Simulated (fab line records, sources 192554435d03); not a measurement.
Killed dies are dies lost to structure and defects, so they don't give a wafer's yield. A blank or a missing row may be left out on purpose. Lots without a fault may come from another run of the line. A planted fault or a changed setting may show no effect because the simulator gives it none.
Which tool did it? | flow n5_finfet | 10 lots, 30 wafers sampled, at 4 steps of a route of 1938

WHAT THE GAUGES READ, wafer by wafer
N5_BEOL_M4_RC_MEAS_101.
lot  | measured     | on        | ION_P (uA/um)
L886 | day 8 22:53  | prober-01 | 459 467 464
L887 | day 9 05:32  | prober-01 | 468 459 460
L889 | day 9 13:25  | prober-02 | 462 467 457
L890 | day 10 08:22 | prober-01 | 448 467 458
L891 | day 10 08:34 | prober-02 | 453 468 464
L892 | day 10 12:04 | prober-01 | 461 470 453
L900 | day 12 19:14 | prober-01 | 457 466 467
L901 | day 12 22:43 | prober-02 | 445 431 440
L903 | day 13 18:13 | prober-02 | 438 436 435
L904 | day 13 16:52 | prober-01 | 431 437 437

WHICH TOOL RAN EACH LOT (tool, then ch and the chambers of the sampled wafers, then the start)
lot  | N5_HKMG_FIN_RTA_80              | N5_BEOL_M4_ANNEAL_87         | N5_BEOL_M4_ANNEAL_91
L886 | rtp_anneal-02 ch 0, day 4 22:37 | pvd_sputter-02, day 8 20:37  | pvd_sputter-02, day 8 21:03
L887 | rtp_anneal-02 ch 0, day 5 00:52 | pvd_sputter-02, day 9 01:53  | pvd_sputter-02, day 9 02:20
L889 | rtp_anneal-02 ch 0, day 5 19:42 | pvd_sputter-02, day 9 11:14  | pvd_sputter-02, day 9 11:40
L890 | rtp_anneal-02 ch 0, day 6 00:24 | pvd_sputter-01, day 10 06:10 | pvd_sputter-01, day 10 06:37
L891 | rtp_anneal-02 ch 0, day 6 07:20 | pvd_sputter-03, day 10 06:19 | pvd_sputter-03, day 10 06:46
L892 | rtp_anneal-02 ch 0, day 6 11:47 | pvd_sputter-03, day 10 09:35 | pvd_sputter-03, day 10 10:02
L900 | rtp_anneal-02 ch 0, day 8 07:27 | pvd_sputter-01, day 12 17:06 | pvd_sputter-01, day 12 17:32
L901 | rtp_anneal-02 ch 0, day 8 14:02 | pvd_sputter-02, day 12 20:16 | pvd_sputter-02, day 12 20:43
L903 | rtp_anneal-02 ch 0, day 9 08:34 | pvd_sputter-02, day 13 15:56 | pvd_sputter-02, day 13 16:22
L904 | rtp_anneal-02 ch 0, day 9 10:40 | pvd_sputter-01, day 13 14:44 | pvd_sputter-01, day 13 15:11
- N5_HKMG_FIN_RTA_80: time 2 s.
- N5_BEOL_M4_ANNEAL_87: time 240 s.
- N5_BEOL_M4_ANNEAL_91: time 240 s.

THE ANSWER, worked out from the rows above alone
Rule: what is usual is taken from the lots themselves. Put in order of their means at a reading, lots are off if they are a third of the lots or fewer, leave a main group of 4 or more, and stand apart from it by a gap of 3 or more times the standard deviation of the main group's means; of several such gaps the widest counts. A main group whose means are all the same, to the digits that the tables above print for the reading, isn't used. A lot without any number at a reading at which 4 lots or more have one is off too. The other lots that the step has rows for count as sound.
Off: L901, L903, L904, at N5_BEOL_M4_RC_MEAS_101 (ION_P). The main group: mean 462 uA/um, standard deviation 1.8.
A tool fits if, at a process step before that reading, it ran every lot that is off, and no sound lot after the first of them. The gauges at N5_BEOL_M4_RC_MEAS_101 are tried like those tools. One fits: rtp_anneal-02 at N5_HKMG_FIN_RTA_80. Its last sound lot is L900 (day 8 07:27), its first lot that is off L901 (day 8 14:02): a fault that began between those two fits.

WHAT THE SIMULATOR HAD PUT IN
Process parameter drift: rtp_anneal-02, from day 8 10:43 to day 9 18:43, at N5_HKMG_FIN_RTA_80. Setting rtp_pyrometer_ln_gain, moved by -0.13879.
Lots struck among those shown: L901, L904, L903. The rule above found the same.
